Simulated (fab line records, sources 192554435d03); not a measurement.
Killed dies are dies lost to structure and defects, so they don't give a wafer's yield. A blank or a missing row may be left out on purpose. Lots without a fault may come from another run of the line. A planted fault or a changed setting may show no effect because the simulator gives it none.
Which tool did it? | flow n5_finfet | 8 lots, 24 wafers sampled, at 4 steps of a route of 1938

WHAT THE GAUGES READ, wafer by wafer
N5_BEOL_M15_RS_MEAS_54: measures by four-point-probe.
lot  | measured     | on            | M15_RS (ohm/sq)
L207 | day 11 11:40 | film_metro-01 | 0.0218 0.0212 0.0220
L210 | day 12 02:47 | film_metro-02 | 0.0216 0.0212 0.0212
L213 | day 13 09:41 | film_metro-01 | 0.0215 0.0215 0.0216
L215 | day 13 10:07 | film_metro-01 | 0.0211 0.0214 0.0214
L214 | day 13 15:42 | film_metro-02 | 0.0213 0.0218 0.0215
L216 | day 14 00:19 | film_metro-01 | 0.0216 0.0217 0.0215
L222 | day 16 05:07 | film_metro-02 | 0.0214 0.0220 0.0211
L225 | day 16 05:09 | film_metro-01 | 0.0212 0.0217 0.0211

N5_BEOL_M15_RC_MEAS_101.
lot  | measured     | on        | etest_temp_c (C)  | COMB_M10 (S/m)             | COMB_M11 (S/m)             | COMB_M12 (S/m)          | COMB_M13 (S/m)           | COMB_M14 (S/m)          | COMB_M15 (S/m)          | COMB_M5 (S/m)           | COMB_M6 (S/m)           | COMB_M7 (S/m)           | COMB_M8 (S/m)           | COMB_M8_max_site (S/m)   | COMB_M9 (S/m)              | SERP_M10 (ohm/um) | SERP_M11 (ohm/um) | SERP_M12 (ohm/um) | SERP_M12_max_site (ohm/um) | SERP_M13 (ohm/um) | SERP_M14 (ohm/um) | SERP_M5 (ohm/um) | SERP_M6 (ohm/um) | SERP_M7 (ohm/um) | SERP_M8 (ohm/um) | SERP_M8_max_site (ohm/um) | SERP_M9 (ohm/um) | SERP_M9_max_site (ohm/um)
L207 | day 11 11:53 | prober-02 | 24.98 24.94 25.03 | 1.3e-11 1.15e-11 1.68e-11  | 1.23e-11 1.31e-11 2.07e-11 | 5.3e-12 5.1e-12 7.4e-12 | 6.4e-12 5.3e-12 4.9e-12  | 4.8e-12 3.5e-12 3.2e-12 | 2.8e-12 2.2e-12 3.1e-12 | 4.9e-11 4.1e-11 3.6e-11 | 2.6e-11 2.3e-11 2.6e-11 | 2.1e-11 1.7e-11 2.1e-11 | 2.3e-11 2.2e-11 2.4e-11 | 3.4e-11 3.4e-11 3.1e-11  | 1.7e-11 2.03e-11 1.01e-11  | 2.97 3.12 3.01    | 3.07 3.10 2.98    | 0.646 0.635 0.627 | 0.660 0.651 0.638          | 0.310 0.310 0.307 | 0.165 0.166 0.161 | 36.1 39.1 35.2   | 13.8 13.9 14.1   | 13.5 13.1 14.0   | 14.4 13.6 13.6   | 15.1 13.8 13.7            | 3.12 3.05 3.21   | 3.20 3.08 3.29
L210 | day 12 03:09 | prober-02 | 24.84 24.94 24.95 | 1.46e-11 1.34e-11 1.61e-11 | 1.38e-11 1.54e-11 1.44e-11 | 7.1e-12 6.4e-12 4.5e-12 | 4.6e-12 5.9e-12 7.1e-12  | 4.7e-12 3.3e-12 3.8e-12 | 2.7e-12 2.7e-12 2.5e-12 | 3.7e-11 4.8e-11 4.6e-11 | 1.9e-11 1.8e-11 3e-11   | 3.3e-11 3.5e-11 2.6e-11 | 2.8e-11 2.8e-11 3.3e-11 | 3.9e-11 3.4e-11 3.9e-11  | 1.75e-11 1.73e-11 1.38e-11 | 3.07 3.14 3.04    | 2.93 3.00 2.95    | 0.653 0.628 0.653 | 0.661 0.652 0.673          | 0.298 0.300 0.297 | 0.156 0.156 0.158 | 39.9 38.3 38.5   | 14.1 13.4 13.5   | 13.0 13.7 13.3   | 13.5 13.3 13.5   | 13.9 13.6 13.7            | 3.07 3.10 3.16   | 3.28 3.16 3.27
L213 | day 13 09:44 | prober-02 | 25.01 24.91 25.02 | 1.59e-11 1.25e-11 1.42e-11 | 1.22e-11 1.37e-11 1.28e-11 | 9.1e-12 8.2e-12 6.1e-12 | 4.3e-12 3.9e-12 4.1e-12  | 3.8e-12 3e-12 3.2e-12   | 3.5e-12 2.8e-12 4.6e-12 | 3.3e-11 3.1e-11 3.7e-11 | 2.5e-11 1.8e-11 1.8e-11 | 3.6e-11 3e-11 3.3e-11   | 2.4e-11 2.2e-11 3.1e-11 | 4e-11 3.1e-11 4.6e-11    | 1.54e-11 1.13e-11 1.71e-11 | 2.98 2.97 3.05    | 3.08 2.97 3.02    | 0.632 0.632 0.628 | 0.642 0.641 0.642          | 0.298 0.301 0.304 | 0.159 0.153 0.157 | 38.6 38.8 37.7   | 13.7 13.4 13.9   | 12.9 13.2 13.6   | 14.4 14.6 14.2   | 14.6 14.9 14.7            | 2.86 3.06 2.97   | 2.95 3.08 3.14
L215 | day 13 10:22 | prober-01 | 25.09 25.13 25.16 | 1.34e-11 2.01e-11 1.47e-11 | 1.15e-11 1.47e-11 1.04e-11 | 5.4e-12 4.2e-12 5.8e-12 | 5.6e-12 5.9e-12 3.8e-12  | 3e-12 3.3e-12 2.4e-12   | 2.2e-12 3.3e-12 2.5e-12 | 3.6e-11 4.2e-11 3.8e-11 | 2e-11 2.2e-11 2.5e-11   | 3.9e-11 2.4e-11 2.8e-11 | 2.5e-11 2.3e-11 2e-11   | 3e-11 3.3e-11 3e-11      | 1.22e-11 1.76e-11 1.08e-11 | 2.99 3.00 3.01    | 2.93 2.94 2.95    | 0.628 0.652 0.623 | 0.644 0.664 0.643          | 0.303 0.305 0.308 | 0.163 0.162 0.158 | 36.0 37.6 38.1   | 13.5 13.6 13.5   | 13.6 14.0 13.6   | 13.2 13.0 12.8   | 14.1 13.5 13.4            | 3.10 3.05 3.12   | 3.15 3.13 3.26
L214 | day 13 15:45 | prober-01 | 24.95 25.05 24.92 | 1.06e-11 1.16e-11 1.22e-11 | 1.16e-11 1.12e-11 1.46e-11 | 5e-12 5.2e-12 5.1e-12   | 5.4e-12 4.9e-12 5.2e-12  | 3.5e-12 4.1e-12 2.5e-12 | 2.2e-12 2.9e-12 2.4e-12 | 3.4e-11 3.5e-11 3.8e-11 | 3e-11 1.5e-11 2.7e-11   | 2.3e-11 2.9e-11 2.6e-11 | 3.3e-11 3e-11 3.1e-11   | 4.2e-11 3.8e-11 4.4e-11  | 1.38e-11 1.48e-11 1.4e-11  | 3.03 3.07 3.03    | 3.03 3.19 3.05    | 0.626 0.643 0.636 | 0.642 0.656 0.648          | 0.310 0.320 0.309 | 0.160 0.157 0.160 | 35.7 39.0 37.3   | 13.1 14.2 13.6   | 13.9 14.0 13.4   | 13.6 13.2 13.5   | 14.5 13.5 14.3            | 3.08 3.09 3.14   | 3.14 3.26 3.22
L216 | day 14 00:41 | prober-01 | 24.90 24.93 24.96 | 1.53e-11 1.61e-11 1.58e-11 | 1.17e-11 1.17e-11 1.41e-11 | 6.1e-12 6.7e-12 7.5e-12 | 7.4e-12 4.9e-12 6.7e-12  | 2.7e-12 3.8e-12 2.6e-12 | 2.4e-12 2.3e-12 1.6e-12 | 4.1e-11 4.8e-11 3.5e-11 | 2.2e-11 3.5e-11 2.8e-11 | 1.8e-11 1.5e-11 2e-11   | 2e-11 2.6e-11 2.3e-11   | 2.9e-11 3.4e-11 4.4e-11  | 1.17e-11 9e-12 1.06e-11    | 3.00 3.07 3.08    | 3.12 3.14 3.03    | 0.655 0.647 0.668 | 0.670 0.662 0.687          | 0.306 0.310 0.310 | 0.158 0.162 0.157 | 38.6 41.6 42.5   | 13.4 13.6 14.5   | 13.6 13.2 12.6   | 13.4 13.6 13.8   | 13.9 14.2 14.2            | 3.00 3.09 3.06   | 3.01 3.21 3.09
L222 | day 16 05:19 | prober-02 | 25.06 24.99 25.06 | 1.11e-11 1.51e-11 1.64e-11 | 1.35e-11 1.28e-11 8.8e-12  | 4.4e-12 6.8e-12 4.1e-12 | 6.2e-12 6.5e-12 6.3e-12  | 3.3e-12 3.9e-12 3e-12   | 2.5e-12 2.6e-12 1.9e-12 | 2.7e-11 3.7e-11 3.8e-11 | 2.7e-11 2.8e-11 2.5e-11 | 2.1e-11 2.3e-11 2.9e-11 | 3.1e-11 3.1e-11 3.9e-11 | 4.4e-11 6.3e-11 3.42e-10 | 1.64e-11 1.83e-11 1.27e-11 | 3.00 3.00 3.06    | 2.99 3.06 2.99    | 0.645 0.638 0.647 | 0.660 0.663 0.669          | 0.302 0.304 0.294 | 0.168 0.159 0.162 | 41.2 37.6 37.1   | 13.8 14.1 13.1   | 13.7 13.6 13.4   | 13.4 13.4 13.2   | 13.9 14.1 13.6            | 2.89 2.96 2.94   | 2.98 2.98 3.01
L225 | day 16 05:13 | prober-01 | 25.08 24.87 24.95 | 1.84e-11 1.84e-11 1.59e-11 | 1.4e-11 1.16e-11 1.53e-11  | 9e-12 5.8e-12 8.1e-12   | 4.8e-12 1.01e-11 5.6e-12 | 2.8e-12 2.9e-12 3.8e-12 | 2.1e-12 1.8e-12 1.7e-12 | 3.6e-11 4.2e-11 4e-11   | 2.7e-11 2.2e-11 2.1e-11 | 1.6e-11 3.1e-11 2.8e-11 | 2.9e-11 3.4e-11 4e-11   | 3.7e-11 4.6e-11 2.41e-10 | 1.05e-11 1.52e-11 1.11e-11 | 3.16 3.10 3.10    | 2.99 3.04 3.08    | 0.633 0.615 0.624 | 0.639 0.629 0.636          | 0.306 0.308 0.306 | 0.158 0.159 0.161 | 38.3 38.9 37.1   | 13.8 13.4 13.4   | 13.4 13.6 13.6   | 13.8 14.0 13.9   | 14.1 14.8 14.4            | 2.98 3.03 3.00   | 3.07 3.18 3.10

WHICH TOOL RAN EACH LOT (tool, then ch and the chambers of the sampled wafers, then the start)
lot  | N5_BEOL_M8_ALD_77                   | N5_BEOL_M14_SPUTTER_45
L207 | ald_metal-03 ch 0,1,3, day 9 09:47  | pvd_sputter-03, day 11 05:07
L210 | ald_metal-02 ch 0,1, day 10 01:59   | pvd_sputter-02, day 11 19:11
L213 | ald_metal-01 ch 0,1,3, day 10 20:53 | pvd_sputter-03, day 13 00:35
L215 | ald_metal-02 ch 1,2, day 11 09:20   | pvd_sputter-02, day 13 00:40
L214 | ald_metal-03 ch 2,3, day 11 09:57   | pvd_sputter-02, day 13 09:01
L216 | ald_metal-01 ch 0,2,3, day 11 22:02 | pvd_sputter-02, day 13 18:18
L222 | ald_metal-02 ch 0,1,3, day 13 12:28 | pvd_sputter-03, day 15 21:23
L225 | ald_metal-02 ch 1,2,3, day 13 13:37 | pvd_sputter-01, day 15 21:44
- N5_BEOL_M8_ALD_77: deposits TaN, target thk 2 nm, pulse time 2 s, purge time 3 s.
- N5_BEOL_M14_SPUTTER_45: material Cu, target thk 100 nm, time 16.67 s.

WHAT THE TOOLS THEMSELVES READ (means of the sampled wafers that have a number; where no wafer has one, the mark that the record gives instead)
N5_BEOL_M8_ALD_77.
lot  | tool         | heater_power_w (W)
L207 | ald_metal-03 | 392
L210 | ald_metal-02 | 426
L213 | ald_metal-01 | 367
L215 | ald_metal-02 | 413
L214 | ald_metal-03 | 421
L216 | ald_metal-01 | 392
L222 | ald_metal-02 | 422
L225 | ald_metal-02 | 400

N5_BEOL_M14_SPUTTER_45.
lot  | tool           | cathode_dc_power_W (W) | chuck_gas_flow_sccm (sccm) | throttle_valve_pct (%)
L207 | pvd_sputter-03 | 26001                  | 1.29                       | 29.7
L210 | pvd_sputter-02 | 26002                  | 1.29                       | 30.6
L213 | pvd_sputter-03 | 25994                  | 1.31                       | 30.2
L215 | pvd_sputter-02 | 25997                  | 1.25                       | 30.5
L214 | pvd_sputter-02 | 26000                  | 1.23                       | 29.6
L216 | pvd_sputter-02 | 25997                  | 1.28                       | 29.7
L222 | pvd_sputter-03 | 25996                  | 1.27                       | 29.8
L225 | pvd_sputter-01 | 26002                  | 1.31                       | 30.0

THE ANSWER, worked out from the rows above alone
Rule: what is usual is taken from the lots themselves. Put in order of their means at a reading, lots are off if they are a third of the lots or fewer, leave a main group of 4 or more, and stand apart from it by a gap of 3 or more times the standard deviation of the main group's means; of several such gaps the widest counts. A main group whose means are all the same, to the digits that the tables above print for the reading, isn't used. A lot without any number at a reading at which 4 lots or more have one is off too. The other lots that the step has rows for count as sound. The gauges are gone through in route order, then the tools' own readings, and for those a lot's mean is taken as printed above. The first step at which some lot is off is used, and at that step the reading that is off furthest; a lot without a number counts as furthest.
Off: L222, L225, at N5_BEOL_M15_RC_MEAS_101 (COMB_M8_max_site). The main group: mean 3.6e-11 S/m, standard deviation 3.5e-12.
A tool fits if, at a process step before that reading, it ran every lot that is off, and no sound lot after the first of them. The gauges at N5_BEOL_M15_RC_MEAS_101 are tried like those tools. One fits: ald_metal-02 at N5_BEOL_M8_ALD_77. Its last sound lot is L215 (day 11 09:20), its first lot that is off L222 (day 13 12:28): a fault that began between those two fits.

WHAT THE SIMULATOR HAD PUT IN
Site profile drift: ald_metal-02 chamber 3, from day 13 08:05 on, at N5_BEOL_M8_ALD_77. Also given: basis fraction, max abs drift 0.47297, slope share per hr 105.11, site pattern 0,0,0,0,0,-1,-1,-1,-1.
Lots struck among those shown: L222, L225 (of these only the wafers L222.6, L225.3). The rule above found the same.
